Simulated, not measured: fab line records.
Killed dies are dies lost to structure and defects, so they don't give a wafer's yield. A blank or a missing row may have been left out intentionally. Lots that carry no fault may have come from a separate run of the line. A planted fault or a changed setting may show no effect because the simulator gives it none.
Which tool did it? ; flow n5_finfet ; 24 lots (72 wafers sampled), 1 step of a 1938-step route

WHAT THE GAUGES READ, wafer by wafer
N5_BEOL_M11_OVL_MEAS_29.
lot;measured;on;V10_OVL (nm)
L074;day 10 14:59;overlay-01;-0.1 -0.2 0.2
L075;day 11 09:32;overlay-02;1.6 -0.4 0.4
L076;day 12 07:49;overlay-01;0.5 0.5 0.2
L077;day 12 14:41;overlay-02;0.7 1.0 -0.2
L079;day 12 14:50;overlay-02;0.6 0.2 -0.3
L078;day 13 01:34;overlay-01;-1.1 -0.8 -1.4
L082;day 13 15:29;overlay-02;-0.5 0.2 -0.9
L081;day 13 15:40;overlay-02;-0.1 -0.6 -0.1
L084;day 13 20:27;overlay-02;-0.4 0.4 0.0
L080;day 13 20:37;overlay-01;1.1 1.2 0.2
L087;day 13 22:52;overlay-02;0.4 0.9 0.7
L085;day 14 07:23;overlay-01;0.2 -0.4 0.1
L083;day 14 07:43;overlay-01;-0.6 -0.9 -0.4
L086;day 14 23:20;overlay-01;0.3 0.2 0.6
L088;day 15 02:40;overlay-02;-1.6 -0.8 -0.5
L091;day 15 12:20;overlay-02;1.2 0.1 0.3
L089;day 15 13:23;overlay-02;-1.4 -0.8 -1.3
L092;day 16 09:14;overlay-01;0.0 0.2 0.1
L094;day 16 16:35;overlay-02;0.1 -1.7 -0.1
L090;day 16 23:46;overlay-01;0.0 1.5 -0.4
L093;day 16 23:56;overlay-01;0.3 -0.2 -0.2
L095;day 17 01:52;overlay-01;1.1 -0.3 0.9
L096;day 17 07:43;overlay-02;-0.6 -0.1 0.0
L097;day 17 15:28;overlay-02;2.6 2.0 1.8

WHAT TOOL EACH LOT RAN ON (gives the tool, then ch and the chambers of the sampled wafers, and finally the start)
Record: no process step prior to these readings.

WHAT THE TOOLS THEMSELVES READ (means of the sampled wafers that have a number; where no wafer has one, the mark that the record gives instead)
The record holds no such reading with a usual standard deviation.

THE ANSWER, worked out from the rows above alone
Rule: the lots themselves supply what counts as usual. The widest of any qualifying gaps counts: lots, ordered by their means at a reading, are off when they make up no more than a third of the lots, leave a main group of 4 or more, and stand apart from it by 3 or more times the standard deviation of that group's means. Not used: any main group whose means are identical at the precision the tables above print for the reading. A lot without any number at a reading at which 4 lots or more have one is off too. Any other lot the step has rows for is counted as sound. First the gauges in route order, then the tools' own readings, where a lot's mean is used as printed above. At the first step where some lot is off, the reading lying furthest off is the one used; lots without a number count as furthest.
No lot is off at any reading shown: from this, nothing can be told.

WHAT THE SIMULATOR HAD INSERTED
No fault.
